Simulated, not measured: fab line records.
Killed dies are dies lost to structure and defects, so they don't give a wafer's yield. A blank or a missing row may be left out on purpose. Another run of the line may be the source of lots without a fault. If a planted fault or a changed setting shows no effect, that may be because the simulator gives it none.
A lot that was struck, set against a sound lot + flow n5Finfet + 27 steps out of a route of 1938
Sound: wafers L688.2, L688.3, L688.4. Struck: wafers L679.1, L679.5, L679.6. Last of all comes the cause.
Order at every step that has rows: each side's tool, ch and its chambers, its first start. Under that, the readings that differ: sound wafers + struck wafers + difference of the means + sigmas: that difference in standard deviations of wafers without a fault.
alike: words and numbers the same on both sides, and readings whose means are apart by under 2 such deviations; not compared: readings that were withheld, readings missing a value for some wafer, numbers with overlapping values and no deviation given by the record, and bounds like >300 which may hide the same value.
A row with sigmas, a row that says differs or no value, or rows on one side alone: a step with any of these is where the two part. When numbers do not overlap yet have no deviation, they are printed without sigmas and do not part them. A reading that every wafer of one side lacks parts them only if that side has two wafers or more.

first, 10 steps without rows for these wafers: N5_BEOL_M1_DESCUM_16 (chemistry O2, time 7 s); N5_BEOL_M1_ETCH_74 (etches underlayer in N2/H2, target depth 6.5 nm, time 5.2 s); N5_BEOL_M1_ETCH_63 (etches SiARC in CF4, target depth 15.6 nm, time 26 s); N5_BEOL_M1_ETCH_64 (etches SOC in N2/H2, target depth 75 nm, overetch 15 nm, time 112.5 s); N5_BEOL_M1_STRIP_65 (strips in N2/H2); N5_BEOL_M1_STRIP_75 (strips in N2/H2); N5_BEOL_M1_STRIP_66 (strips in CF4); N5_BEOL_M1_HM_OPEN_17 (chemistry Cl2/BCl3, target TiN, target depth 20 nm, overetch 6 nm); N5_BEOL_M1_STRIP_19 (strips in O2); N5_BEOL_M1_COAT_67 (time 60 s, resist thk 60 nm).
N5_BEOL_M1_COAT_68: time 60 s, resist thk 12 nm.
  sound on lithoTrack-05 ch 0, day 11 00:29; struck on lithoTrack-02 ch 0, day 9 03:43
| reading                                   | sound                | struck               | difference | sigmas      |
|-------------------------------------------|----------------------|----------------------|------------|-------------|
| spinSpeedRpm (rpm)                        | 1499.5 1498.1 1499.4 | 1597.2 1595.9 1596.7 | +97.6      | +99 or more |
| model.SiARC_of_BEOL_M1_COAT_68.thkNm (nm) | 12 12 12             | 11.6 11.6 11.6       | -0.4       |             |
  alike: chillPlateTempC, heaterPowerTotalW
then, 9 steps without rows for these wafers: N5_BEOL_M1_COAT_76 (time 60 s, resist thk 5 nm); N5_BEOL_M1_COAT_22 (resist thk 30 nm); N5_BEOL_M1_EBR_24; N5_BEOL_M1_SOFTBAKE_23 (time 60 s); N5_BEOL_M1_EXPOSE_25 (exposes mask V0, defocus 5 nm, target cd 24 nm); N5_BEOL_M1_PEB_26 (peb time 60 s); N5_BEOL_M1_DEVELOP_27 (develop time 30 s); N5_BEOL_M1_DESCUM_33 (chemistry O2, time 7 s); N5_BEOL_M1_ETCH_77 (etches underlayer in N2/H2, target depth 6.5 nm, time 5.2 s).
N5_BEOL_M1_ETCH_69: etches SiARC in CF4, target depth 15.6 nm, time 26 s.
  sound on rieDiel-02 ch 1,2,3, day 11 00:56; struck on rieDiel-02 ch 0,3, day 9 04:10
| reading                 | sound             | struck            | difference | sigmas |
|-------------------------|-------------------|-------------------|------------|--------|
| model.etch.depthNm (nm) | 12.04 12.03 12.04 | 11.65 11.63 11.64 | -0.40      |        |
  alike: cf4FlowSccm, chamberPressureMTorr, drypumpMotorCurrentA, etchRfOnTimeS, oesProductAu, rfVppV, showerheadPlenumPTorr, throttleValvePct
  not compared: rfHoursCounterH, model.CAR-EUV_of_BEOL_M1_COAT_22.thkNm
then, 1 step without rows for these wafers: N5_BEOL_M1_ALD_98 (deposits SiO2, target thk 2.5 nm, pulse time 1 s, co reactant pulse time 1 s).
N5_BEOL_M1_ETCHBACK_99: etches SiO2 in CHF3, target depth 5 nm, time 10.4 s.
  sound on rieDiel-04 ch 0,1,3, day 11 06:34; struck on rieDiel-04 ch 0,2,3, day 9 11:54
  alike: chamberPressureMTorr, drypumpMotorCurrentA, oesProductAu, rfVppV, showerheadPlenumPTorr, throttleValvePct
  not compared: rfHoursCounterH, model.CAR-EUV_of_BEOL_M1_COAT_22.thkNm
N5_BEOL_M1_ETCH_70: etches SOC in N2/H2, target depth 80 nm, overetch 16 nm, time 120 s.
  sound on rieDiel-04 ch 0,1,3, day 11 06:35; struck on rieDiel-04 ch 0,2,3, day 9 11:56
| reading                                   | sound       | struck  | difference | sigmas |
|-------------------------------------------|-------------|---------|------------|--------|
| model.SiARC_of_BEOL_M1_COAT_68.thkNm (nm) | 6.2 6.6 6.4 | 6 5.8 6 | +0         |        |
  alike: chamberPressureMTorr, drypumpMotorCurrentA, h2FlowSccm, oesProductAu, rfVppV, showerheadPlenumPTorr, tempC, throttleValvePct
  not compared: rfHoursCounterH
then, 1 step without rows for these wafers: N5_BEOL_M1_STRIP_71 (strips in N2/H2).
-- record jumps: 2 days separate the struck wafers' starts on either side; left off in module BEOL_M1, taken up again in module BEOL_M4, whose first shown step is the route's number 1111 --
N5_BEOL_M4_RC_MEAS_101:
  sound on prober-02 ch 0, day 13 16:15; struck on prober-01 ch 0, day 11 19:54
  alike: DIBL_N, DIBL_P, IOFF_N, IOFF_P, ION_N, ION_P, SS_N, SS_P, VT_N, VT_P
-- the record jumps here: 4 days lie between the struck wafers' starts before and after (it left off in module BEOL_M4 and takes up again in module PASSIVATION, whose first step shown is number 1936 of the route) --
N5_PASSIVATION_PROBE_49:
  record: rows for the struck wafers here (prober-01, day 16 05:03), none for the sound ones

== WHERE THEY PART ==
At N5_BEOL_M1_COAT_68 first; at N5_PASSIVATION_PROBE_49 last (within this record only).

WHY: whatever the simulator had introduced
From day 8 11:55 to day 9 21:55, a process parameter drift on lithoTrack-02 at N5_BEOL_M1_COAT_68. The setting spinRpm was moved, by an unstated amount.
